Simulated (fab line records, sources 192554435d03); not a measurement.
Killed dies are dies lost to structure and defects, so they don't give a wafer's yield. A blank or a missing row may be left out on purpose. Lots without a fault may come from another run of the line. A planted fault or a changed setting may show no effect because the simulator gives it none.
fab line records | flow n5_finfet
record lots=7 wafers=21
route steps=1938 shown BEOL_M0_SAQP@636 BEOL_M1@770
start_h: hours from the record's first day to the start of the lot's first wafer shown | wait_h: hours since the lot's step before | " the same as in the row above | L1.1+2: a row that stands for several wafers | - no value, or no start given | * or withheld: withheld | < > ~ a bound
route shown NAME@n: a module of which the file shows steps, and the number in the route of the first | usual: mean/standard deviation of fault-free wafers | same: alike in all rows | chamber/n: place in a boat | sites: the reading at each site | _std_site: their standard deviation | _edge_site: outer sites' mean less inner sites' | radius_mm: how far each site lies from the wafer's centre | mask NAME#n: copy n | behind: the tool/chamber that last shaped the wafer | hold: why the lot was held/for how many hours/how that ended | device: the transistor (n, p or np) that didn't switch | end of line: the same wafers' tests at the end of the route | a step without rows: its recipe alone | killed: dies lost to structure and defects at the first sort, not the wafer's yield | map: a wafer's dies, x killed, . not, _ none there
set.NAME: the setting as run; set.NAME@STEP: as run at that earlier step | model.NAME: the simulator's own value behind a step, which no gauge read
lots whose settings were changed on purpose; a table a step, a row a wafer
## steps
# step N5_BEOL_M0_SAQP_PECVD_96
# recipe material=a-Si target_thk_a=450 temp_c=350 precursor=SiH4/He pressure_torr=3 rf_w=100 time_s=45.2
# columns lot.wafer tool chamber start_h wait_h set.time_s model.a-Si_of_BEOL_M0_SAQP_PECVD_96.thk_nm
L075.1 pecvd-04 1 114.75 0.0 45.2 43.8
L075.2 " 2 " " 39.1 38.6
L075.4 " 0 " " 39.1 39.2
L081.1+3 pecvd-02 1,0 147.93 0.0 45.2 44.4
L081.6 " 0 " " 51.95 51.8
L083.2 pecvd-02 1 164.08 0.0 51.71 51
L083.5 " 1 " " 45.2 45.2
L083.6 " 2 " " 45.2 45.6
L084.1 pecvd-03 0 168.24 0.0 50.17 49.2
L084.2 " 1 " " 50.17 50.4
L084.4 " 0 " " 45.2 44.4
L085.4 pecvd-02 1 171.83 0.0 45.2 45.2
L085.5 " 0 " " 45.2 45.4
L085.6 " 2 " " 45.2 44.6
L089.3 pecvd-04 0 199.99 0.0 45.2 44.6
L089.4 " 2 " " 50.59 51.2
L089.5 " 0 " " 45.2 45.8
L091.1 pecvd-03 0 206.71 0.0 49.43 48.6
L091.3 " 2 " " 49.43 49.2
L091.5 " 2 " " 45.2 45.6
# step N5_BEOL_M0_SAQP_PECVD_97
# recipe material=SiNx target_thk_a=230 temp_c=350 precursor=SiH4/NH3/N2 pressure_torr=1.5 rf_w=300 time_s=19.9
# step N5_BEOL_M0_SAQP_PECVD_04
# recipe material=a-Si target_thk_a=600 temp_c=350 precursor=SiH4/He pressure_torr=3 rf_w=100 time_s=60.2
# step N5_BEOL_M0_SAQP_ETCH_101
# recipe chemistry=CH3F/O2 target=SiNx mask_material=SiO2 target_depth_a=299 time_s=42.7 pressure_mtorr=30 source_w=395 bias_w=73 Ar_flow_sccm=150 CH3F_flow_sccm=30 O2_flow_sccm=20 ion_energy_ev=120
# step N5_BEOL_M0_SAQP_ETCH_102
# recipe chemistry=CF4 target=SiO2 target_depth_a=40 ion_energy_ev=350 time_s=4.4 pressure_mtorr=10 icp_w=800 bias_w=400 cf4_flow_sccm=80
# step N5_BEOL_M0_SAQP_MANDREL_ETCH_103
# recipe chemistry=HBr/Cl2 target=a-Si target_depth_a=450 bt_time_s=10 stop_on=SiCN mask_material=SiO2 over_etch_frac=0.8 time_s=27 pressure_mtorr=10 icp_w=800 bias_w=75 HBr_flow_sccm=150 Cl2_flow_sccm=80 ends=end_point
# usual oes_product_au=0.681/0.0098
# columns lot.wafer tool chamber start_h wait_h set.time_s@BEOL_M0_SAQP_PECVD_96 oes_product_au model.etch.depth_nm
L075.1 rie_si-03 0 117.39 0.0 45.2 0.653 43.71
L075.2 " 3 " " 39.1 0.637 38.53
L075.4 " 1 " " 39.1 0.630 39.13
L081.1 rie_si-02 2 150.50 0.0 45.2 0.665 44.34
L081.3 " 3 " " 45.2 0.665 44.38
L081.6 " 0 " " 51.95 0.735 51.74
L083.2 rie_si-05 0 166.57 0.0 51.71 0.746 50.94
L083.5 " 3 " " 45.2 0.685 45.22
L083.6 " 0 " " 45.2 0.691 45.53
L084.1 rie_si-05 0 170.81 0.0 50.17 0.733 49.22
L084.2 " 2 " " 50.17 0.722 50.36
L084.4 " 3 " " 45.2 0.681 44.45
L085.4 rie_si-05 3 174.66 0.0 45.2 0.691 45.16
L085.5 " 2 " " 45.2 0.682 45.35
L085.6 " 1 " " 45.2 0.677 44.54
L089.3 rie_si-02 2 202.62 0.0 45.2 0.669 44.64
L089.4 " 0 " " 50.59 0.733 51.16
L089.5 " 2 " " 45.2 0.672 45.87
L091.1 rie_si-02 0 210.21 0.0 49.43 0.706 48.52
L091.3 " 1 " " 49.43 0.722 49.15
L091.5 " 3 " " 45.2 0.690 45.67
# step N5_BEOL_M0_SAQP_RECESS_104
# recipe chemistry=HF/NH3 target=SiO2 target_depth_a=180 afs_cycles=3 temp_c=30 sublimation_temp_c=180 sublimation_time_s=60
# step N5_BEOL_M0_SAQP_COAT_105
# recipe resist=SOC temp_c=250 time_s=60 spin_rpm=1500 resist_thk_nm=100
# step N5_BEOL_M0_SAQP_RECESS_109
# recipe chemistry=HF/NH3 target=SiO2 target_depth_a=30 afs_cycles=1 temp_c=30 sublimation_temp_c=180 sublimation_time_s=60
# step N5_BEOL_M0_SAQP_SPACER2_ALD_26
# recipe material=SiO2 target_thk_a=150 temp_c=300 ald_precursor_family=BDEAS ald_co_reactant=O2-plasma pulse_time_s=1 purge_time_s=2 co_reactant_purge_time_s=2 pressure_torr=2
# step N5_BEOL_M0_SAQP_SPACER2_ETCHBACK_27
# recipe chemistry=CHF3/O2 mode=anisotropic_etchback target=SiO2 target_depth_a=225 time_s=11.25 pressure_mtorr=30 source_w=650 bias_w=170 Ar_flow_sccm=200 CHF3_flow_sccm=50 O2_flow_sccm=5 ion_energy_ev=200
# columns lot.wafer tool chamber start_h wait_h set.time_s@BEOL_M0_SAQP_PECVD_96 model.a-Si_of_BEOL_M0_SAQP_PECVD_96.thk_nm
L075.1 rie_diel-04 0 119.48 0.3 45.2 41.6
L075.2 " 2 " " 39.1 36.2
L075.4 " 3 " " 39.1 37
L081.1+3 rie_diel-05 1,2 152.15 0.4 45.2 42.2
L081.6 " 0 " " 51.95 49.6
L083.2 rie_diel-02 2 167.95 0.3 51.71 48.8
L083.5 " 2 " " 45.2 43
L083.6 " 1 " " 45.2 43.4
L084.1 rie_diel-04 1 172.21 0.3 50.17 47
L084.2 " 3 " " 50.17 48.2
L084.4 " 0 " " 45.2 42.2
L085.4 rie_diel-05 2 176.04 0.3 45.2 43
L085.5 " 3 " " 45.2 43.2
L085.6 " 2 " " 45.2 42.4
L089.3 rie_diel-04 0 204.00 0.3 45.2 42.4
L089.4 " 3 " " 50.59 49
L089.5 " 0 " " 45.2 43.6
L091.1 rie_diel-04 2 211.65 0.3 49.43 46.2
L091.3 " 3 " " 49.43 47
L091.5 " 2 " " 45.2 43.4
# step N5_BEOL_M0_SAQP_EXPOSE_37
# recipe mask_id=M0_CUT1 na=0.33 source_shape=annular sigma_inner=0.35 sigma_outer=0.8 polarization=unpolarized target_cd_nm=30 dose_mj=44.75
# columns lot.wafer tool chamber start_h wait_h mask set.dose_mj
L075.1+2+4 euv_scanner-01 0 119.98 - M0_CUT1#0 43.7
L081.1 euv_scanner-01 0 152.52 - M0_CUT1#0 42.47
L081.3+6 " 0 " " M0_CUT1#0 44.75
L083.2+5 euv_scanner-01 0 168.33 - M0_CUT1#0 44.75
L083.6 " 0 " " M0_CUT1#0 46.77
L084.1+2 euv_scanner-01 0 172.58 - M0_CUT1#0 42.59
L084.4 " 0 " " M0_CUT1#0 44.75
L085.4+5+6 euv_scanner-01 0 176.43 - M0_CUT1#0 44.75
L089.3+4+5 euv_scanner-02 0 204.39 - M0_CUT1#0 44.75
L091.1+5 euv_scanner-02 0 212.14 - M0_CUT1#0 44.75
L091.3 " 0 " " M0_CUT1#0 43
# step N5_BEOL_M0_SAQP_PEB_38
# recipe peb_temp_c=100 peb_time_s=60 resist=CAR-EUV
# step N5_BEOL_M0_SAQP_DEVELOP_39
# recipe develop_time_s=30 developer=TMAH resist=CAR-EUV rinse_liquid=surfactant_rinse dry=air_spin dev_temp_c=23
# step N5_BEOL_M0_SAQP_CD_MEAS_40
# recipe target_cd_nm=30 landing_energy_ev=500 detector=se_inlens
# usual cd_nm=30.15/0.2
# columns lot.wafer tool chamber start_h wait_h set.dose_mj@BEOL_M0_SAQP_EXPOSE_37 cd_nm
L075.1 cd_sem-01 0 120.11 - 43.7 29.46
L075.2 " 0 " " 43.7 29.49
L075.4 " 0 " " 43.7 29.54
L081.1 cd_sem-01 0 152.65 - 42.47 28.91
L081.3 " 0 " " 44.75 30.28
L081.6 " 0 " " 44.75 29.96
L083.2 cd_sem-01 0 168.46 - 44.75 30.29
L083.5 " 0 " " 44.75 29.89
L083.6 " 0 " " 46.77 31.66
L084.1 cd_sem-03 0 172.71 - 42.59 29.04
L084.2 " 0 " " 42.59 29.21
L084.4 " 0 " " 44.75 30.13
L085.4 cd_sem-02 0 176.55 - 44.75 30.43
L085.5 " 0 " " 44.75 29.95
L085.6 " 0 " " 44.75 29.98
L089.3 cd_sem-02 0 204.51 - 44.75 30.35
L089.4 " 0 " " 44.75 30.21
L089.5 " 0 " " 44.75 30.72
L091.1 cd_sem-01 0 212.28 - 44.75 30.04
L091.3 " 0 " " 43 29.15
L091.5 " 0 " " 44.75 30.20
# step N5_BEOL_M0_SAQP_DESCUM_45
# recipe chemistry=O2 time_s=7 source_power_w=50 bias_power_w=20 pressure_mtorr=20 rf_frequency_hz=2.712e+07 temp_c=40 resist=CAR-EUV o2_flow_sccm=225
# columns lot.wafer tool chamber start_h wait_h set.dose_mj@BEOL_M0_SAQP_EXPOSE_37 model.BEOL_M0_SAQP.cd_nm
L075.1 rie_diel-02 3 120.24 0.0 43.7 29.6
L075.2+4 " 0,1 " " 43.7 29.4
L081.1 rie_diel-05 1 152.77 0.0 42.47 28.8
L081.3 " 2 " " 44.75 30.2
L081.6 " 0 " " 44.75 30
L083.2 rie_diel-05 3 168.58 0.0 44.75 30.4
L083.5 " 2 " " 44.75 30.2
L083.6 " 1 " " 46.77 31.2
L084.1 rie_diel-02 2 172.84 0.0 42.59 29.2
L084.2 " 1 " " 42.59 28.8
L084.4 " 3 " " 44.75 30.2
L085.4 rie_diel-05 3 176.67 0.0 44.75 30
L085.5+6 " 3,2 " " 44.75 29.8
L089.3+4+5 rie_diel-05 2,3,2 204.63 0.0 44.75 30.2
L091.1 rie_diel-04 0 212.59 0.2 44.75 30.4
L091.3 " 2 " " 43 29.2
L091.5 " 3 " " 44.75 30.6
# step N5_BEOL_M0_SAQP_ETCH_88
# recipe chemistry=N2/H2 target=underlayer target_depth_a=65 time_s=5.2 ion_energy_ev=200 mask_material=CAR-EUV pressure_mtorr=30 source_w=840 bias_w=150 n2_flow_sccm=200 h2_flow_sccm=200 ends=cleared
# columns lot.wafer tool chamber start_h wait_h set.dose_mj@BEOL_M0_SAQP_EXPOSE_37 model.BEOL_M0_SAQP.cd_nm
L075.1 rie_diel-02 3 120.27 0.0 43.7 29.6
L075.2+4 " 0,1 " " 43.7 29.4
L081.1 rie_diel-05 1 152.81 0.0 42.47 28.8
L081.3+6 " 2,0 " " 44.75 30.2
L083.2+5 rie_diel-05 3,2 168.61 0.0 44.75 30.2
L083.6 " 1 " " 46.77 31.2
L084.1 rie_diel-02 2 172.87 0.0 42.59 29.2
L084.2 " 1 " " 42.59 29
L084.4 " 3 " " 44.75 30
L085.4+5 rie_diel-05 3 176.70 0.0 44.75 29.8
L085.6 " 2 " " 44.75 30
L089.3+4+5 rie_diel-05 2,3,2 204.66 0.0 44.75 30.2
L091.1 rie_diel-04 0 212.62 0.0 44.75 30.4
L091.3 " 2 " " 43 29.4
L091.5 " 3 " " 44.75 30.6
# step N5_BEOL_M0_SAQP_CUT_ETCH_46
# recipe chemistry=N2/H2 target=SOC target_depth_a=1350 overetch_a=270 temp_c=40 time_s=202.5 ion_energy_ev=200 mask_material=SiARC pressure_mtorr=30 source_w=840 bias_w=150 n2_flow_sccm=200 h2_flow_sccm=200
# columns lot.wafer tool chamber start_h wait_h set.time_s set.dose_mj@BEOL_M0_SAQP_EXPOSE_37 model.SiARC_of_BEOL_M0_SAQP_COAT_72.thk_nm model.BEOL_M0_SAQP.cd_nm
L075.1 rie_diel-02 3 120.32 0.0 238 43.7 3.2 30.2
L075.2 " 0 " " 238 43.7 3.8 29.8
L075.4 " 1 " " 202.5 43.7 5.6 29.4
L081.1 rie_diel-05 1 152.86 0.0 202.5 42.47 4.8 28.8
L081.3 " 2 " " 202.5 44.75 5.4 30
L081.6 " 0 " " 202.5 44.75 5 30.4
L083.2 rie_diel-05 3 168.66 0.0 202.5 44.75 4.6 30.2
L083.5 " 2 " " 202.5 44.75 5.2 30.2
L083.6 " 1 " " 202.5 46.77 4.6 31.2
L084.1 rie_diel-02 2 172.92 0.0 223.3 42.59 4.4 29.6
L084.2 " 1 " " 223.3 42.59 4.8 29.4
L084.4 " 3 " " 223.3 44.75 4.2 30.6
L085.4+5 rie_diel-05 3 176.75 0.0 202.5 44.75 5 29.8
L085.6 " 2 " " 202.5 44.75 5.4 29.6
L089.3 rie_diel-05 2 204.71 0.0 202.5 44.75 5.4 30
L089.4 " 3 " " 185.5 44.75 5.6 29.8
L089.5 " 2 " " 185.5 44.75 6.2 29.6
L091.1 rie_diel-04 0 212.67 0.0 231.6 44.75 3.4 31.2
L091.3 " 2 " " 202.5 43 4.6 29.8
L091.5 " 3 " " 231.6 44.75 3.4 31
# step N5_BEOL_M0_SAQP_STRIP_74
# recipe chemistry=N2/H2 temp_c=40 n2_flow_sccm=200 h2_flow_sccm=200 rf_frequency_hz=6e+07
# step N5_BEOL_M0_SAQP_STRIP_89
# recipe chemistry=N2/H2 temp_c=40 n2_flow_sccm=200 h2_flow_sccm=200 rf_frequency_hz=6e+07
# step N5_BEOL_M0_SAQP_ALD_48
# recipe material=SiO2 target_thk_a=200 temp_c=100 ald_precursor_family=BDEAS ald_co_reactant=O2-plasma pulse_time_s=1 co_reactant_pulse_time_s=1 purge_time_s=2 co_reactant_purge_time_s=2 ald_cycles=139 pressure_torr=2
# step N5_BEOL_M0_SAQP_ETCH_49
# recipe chemistry=CF4/O2 target_depth_a=370 target=SiO2 pressure_mtorr=40 source_w=535 bias_w=49 Ar_flow_sccm=100 cf4_flow_sccm=100 O2_flow_sccm=10 ion_energy_ev=100
# columns lot.wafer tool chamber start_h wait_h set.dose_mj@BEOL_M0_SAQP_EXPOSE_37 model.BEOL_M0_SAQP.cd_nm
L075.1 rie_diel-02 0 121.15 0.4 43.7 30.4
L075.2 " 1 " " 43.7 29.8
L075.4 " 3 " " 43.7 29.6
L081.1 rie_diel-05 0 153.61 0.3 42.47 28.8
L081.3 " 1 " " 44.75 30
L081.6 " 1 " " 44.75 30.4
L083.2+5 rie_diel-02 2 169.41 0.3 44.75 30.2
L083.6 " 3 " " 46.77 31.2
L084.1 rie_diel-05 1 173.65 0.3 42.59 29.6
L084.2 " 3 " " 42.59 29.4
L084.4 " 2 " " 44.75 30.6
L085.4 rie_diel-04 3 177.48 0.3 44.75 29.8
L085.5+6 " 0,3 " " 44.75 29.6
L089.3 rie_diel-04 1 205.76 0.6 44.75 29.8
L089.4+5 " 3 " " 44.75 29.6
L091.1 rie_diel-05 1 213.57 0.3 44.75 31.2
L091.3 " 0 " " 43 29.6
L091.5 " 0 " " 44.75 31
# step N5_BEOL_M1_ETCH_64
# recipe chemistry=N2/H2 target=SOC target_depth_a=750 overetch_a=150 mask_material=SiARC temp_c=40 time_s=112.5 ion_energy_ev=200 pressure_mtorr=30 source_w=840 bias_w=150 n2_flow_sccm=200 h2_flow_sccm=200
# usual rf_vpp_V=524.7/2.1
# columns lot.wafer tool chamber start_h wait_h set.bias_w rf_vpp_V model.SiARC_of_BEOL_M1_COAT_62.thk_nm
L075.1 rie_diel-05 1 129.83 0.0 167.6 561.7 5.8
L075.2 " 0 " " 150 526.6 6.8
L075.4 " 2 " " 150 524.7 7
L081.1 rie_diel-05 3 165.44 0.0 134.5 487.6 7.4
L081.3 " 1 " " 150 523.3 6.6
L081.6 " 2 " " 134.5 491.2 7.6
L083.2 rie_diel-05 0 180.58 0.0 158.3 544.9 6.4
L083.5 " 0 " " 150 526.6 6.8
L083.6 " 3 " " 158.3 539.7 6.2
L084.1 rie_diel-05 0 185.42 0.0 150 525.0 6.8
L084.2 " 3 " " 125.1 466.8 8
L084.4 " 1 " " 150 523.7 6.8
L085.4 rie_diel-05 2 187.14 0.0 150 526.4 7
L085.5 " 3 " " 150 522.0 6.8
L085.6 " 0 " " 150 527.5 6.8
L089.3 rie_diel-02 0 214.00 0.0 150 530.2 7
L089.4 " 1 " " 150 526.5 7
L089.5 " 3 " " 150 527.2 7
L091.1 rie_diel-02 1 221.66 0.0 150 525.2 7
L091.3 " 3 " " 150 526.2 6.8
L091.5 " 3 " " 134.9 491.4 7.6
# step N5_BEOL_M1_COAT_22
# recipe resist=CAR-EUV spin_rpm=1500 resist_thk_nm=30
# columns lot.wafer tool chamber start_h wait_h set.spin_rpm model.CAR-EUV_of_BEOL_M1_COAT_22.thk_nm
L075.1 litho_track-05 0 - - 1346 31.8
L075.2 " 0 " " 1346 31.6
L075.4 " 0 " " 1500 30
L081.1+3+6 litho_track-03 0 - - 1500 30
L083.2 litho_track-02 0 - - 1500 30
L083.5 " 0 " " 1365 31.4
L083.6 " 0 " " 1365 31.2
L084.1 litho_track-02 0 - - 1606 29
L084.2 " 0 " " 1500 30
L084.4 " 0 " " 1500 29.8
L085.4+6 litho_track-03 0 - - 1500 30
L085.5 " 0 " " 1500 30.2
L089.3+4+5 litho_track-05 0 - - 1500 30
L091.1 litho_track-02 0 - - 1438 30.6
L091.3+5 " 0 " " 1500 29.8
# step N5_BEOL_M1_EBR_24
# recipe solvent=PGMEA ebr_width_mm=1.5
# step N5_BEOL_M1_SOFTBAKE_23
# recipe temp_c=110 time_s=60 resist=CAR-EUV
# step N5_BEOL_M1_EXPOSE_25
# recipe mask_id=V0 na=0.33 source_shape=quasar sigma_inner=0.2 sigma_outer=0.8 polarization=unpolarized defocus_nm=5 target_cd_nm=24 dose_mj=63
# step N5_BEOL_M1_PEB_26
# recipe peb_temp_c=100 peb_time_s=60 resist=CAR-EUV
# step N5_BEOL_M1_DEVELOP_27
# recipe develop_time_s=30 developer=TMAH resist=CAR-EUV rinse_liquid=surfactant_rinse dry=air_spin dev_temp_c=23
# columns lot.wafer tool chamber start_h wait_h set.spin_rpm@BEOL_M1_COAT_22 model.CAR-EUV_of_BEOL_M1_COAT_22.thk_nm
L075.1+2 litho_track-03 0 - - 1346 31.2
L075.4 " 0 " " 1500 29.4
L081.1+3+6 litho_track-02 0 - - 1500 29.6
L083.2 litho_track-03 0 - - 1500 29.4
L083.5 " 0 " " 1365 31
L083.6 " 0 " " 1365 30.8
L084.1 litho_track-03 0 - - 1606 28.6
L084.2 " 0 " " 1500 29.6
L084.4 " 0 " " 1500 29.4
L085.4+5+6 litho_track-03 0 - - 1500 29.6
L089.3+4+5 litho_track-02 0 - - 1500 29.6
L091.1 litho_track-03 0 - - 1438 30
L091.3+5 " 0 " " 1500 29.4
# step N5_BEOL_M1_DESCUM_33
# recipe chemistry=O2 time_s=7 source_power_w=50 bias_power_w=20 pressure_mtorr=20 rf_frequency_hz=2.712e+07 temp_c=40 resist=CAR-EUV o2_flow_sccm=225
# step N5_BEOL_M1_ETCH_77
# recipe chemistry=N2/H2 target=underlayer target_depth_a=65 mask_material=CAR-EUV time_s=5.2 ion_energy_ev=200 pressure_mtorr=30 source_w=840 bias_w=150 n2_flow_sccm=200 h2_flow_sccm=200 ends=cleared
# step N5_BEOL_M1_ETCH_69
# recipe chemistry=CF4 target=SiARC target_depth_a=156 mask_material=CAR-EUV time_s=26 ion_energy_ev=80 pressure_mtorr=40 source_w=545 bias_w=36 Ar_flow_sccm=100 cf4_flow_sccm=100 ends=cleared
# columns lot.wafer tool chamber start_h wait_h set.spin_rpm@BEOL_M1_COAT_22 model.CAR-EUV_of_BEOL_M1_COAT_22.thk_nm
L075.1+2 rie_diel-02 3,2 130.97 0.0 1346 12.8
L075.4 " 1 " " 1500 11.2
L081.1+3+6 rie_diel-02 2,1,2 166.32 0.0 1500 11.2
L083.2 rie_diel-04 3 181.51 0.0 1500 11.2
L083.5+6 " 2,1 " " 1365 12.4
L084.1 rie_diel-04 2 187.02 0.0 1606 10.2
L084.2 " 3 " " 1500 11.2
L084.4 " 0 " " 1500 11
L085.4+5+6 rie_diel-05 2,2,3 189.31 0.0 1500 11.2
L089.3 rie_diel-04 0 215.10 0.0 1500 11
L089.4+5 " 3 " " 1500 11.2
L091.1 rie_diel-04 1 222.55 0.0 1438 11.6
L091.3+5 " 0,2 " " 1500 11
## key
split step=N5_BEOL_M0_SAQP_PECVD_96 setting=time_s stated=45.2 by=wafer
response step=N5_BEOL_M0_SAQP_PECVD_96 reading=model.a-Si_of_BEOL_M0_SAQP_PECVD_96.thk_nm change=+0.435 per=1% r=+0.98
response step=N5_BEOL_M0_SAQP_MANDREL_ETCH_103 reading=oes_product_au change=+0.00379 per=1% r=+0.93
response step=N5_BEOL_M0_SAQP_MANDREL_ETCH_103 reading=model.etch.depth_nm change=+0.431 per=1% r=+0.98
response step=N5_BEOL_M0_SAQP_SPACER2_ETCHBACK_27 reading=model.a-Si_of_BEOL_M0_SAQP_PECVD_96.thk_nm change=+0.436 per=1% r=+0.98
split step=N5_BEOL_M0_SAQP_EXPOSE_37 setting=dose_mj stated=44.75 by=wafer
response step=N5_BEOL_M0_SAQP_CD_MEAS_40 reading=cd_nm change=+0.257 per=1% r=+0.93
response step=N5_BEOL_M0_SAQP_DESCUM_45 reading=model.BEOL_M0_SAQP.cd_nm change=+0.254 per=1% r=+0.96
response step=N5_BEOL_M0_SAQP_ETCH_88 reading=model.BEOL_M0_SAQP.cd_nm change=+0.239 per=1% r=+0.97
response step=N5_BEOL_M0_SAQP_CUT_ETCH_46 reading=model.BEOL_M0_SAQP.cd_nm change=+0.26 per=1% r=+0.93
response step=N5_BEOL_M0_SAQP_ETCH_49 reading=model.BEOL_M0_SAQP.cd_nm change=+0.269 per=1% r=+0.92
split step=N5_BEOL_M0_SAQP_CUT_ETCH_46 setting=time_s stated=202.5 by=wafer
response step=N5_BEOL_M0_SAQP_CUT_ETCH_46 reading=model.SiARC_of_BEOL_M0_SAQP_COAT_72.thk_nm change=-0.0997 per=1% r=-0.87
split step=N5_BEOL_M1_ETCH_64 setting=bias_w stated=150 by=wafer
response step=N5_BEOL_M1_ETCH_64 reading=rf_vpp_V change=+3.31 per=1% r=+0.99
response step=N5_BEOL_M1_ETCH_64 reading=model.SiARC_of_BEOL_M1_COAT_62.thk_nm change=-0.0797 per=1% r=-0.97
split step=N5_BEOL_M1_COAT_22 setting=spin_rpm stated=1500 by=wafer
response step=N5_BEOL_M1_COAT_22 reading=model.CAR-EUV_of_BEOL_M1_COAT_22.thk_nm change=-0.153 per=1% r=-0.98
response step=N5_BEOL_M1_DEVELOP_27 reading=model.CAR-EUV_of_BEOL_M1_COAT_22.thk_nm change=-0.161 per=1% r=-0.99
response step=N5_BEOL_M1_ETCH_69 reading=model.CAR-EUV_of_BEOL_M1_COAT_22.thk_nm change=-0.142 per=1% r=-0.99
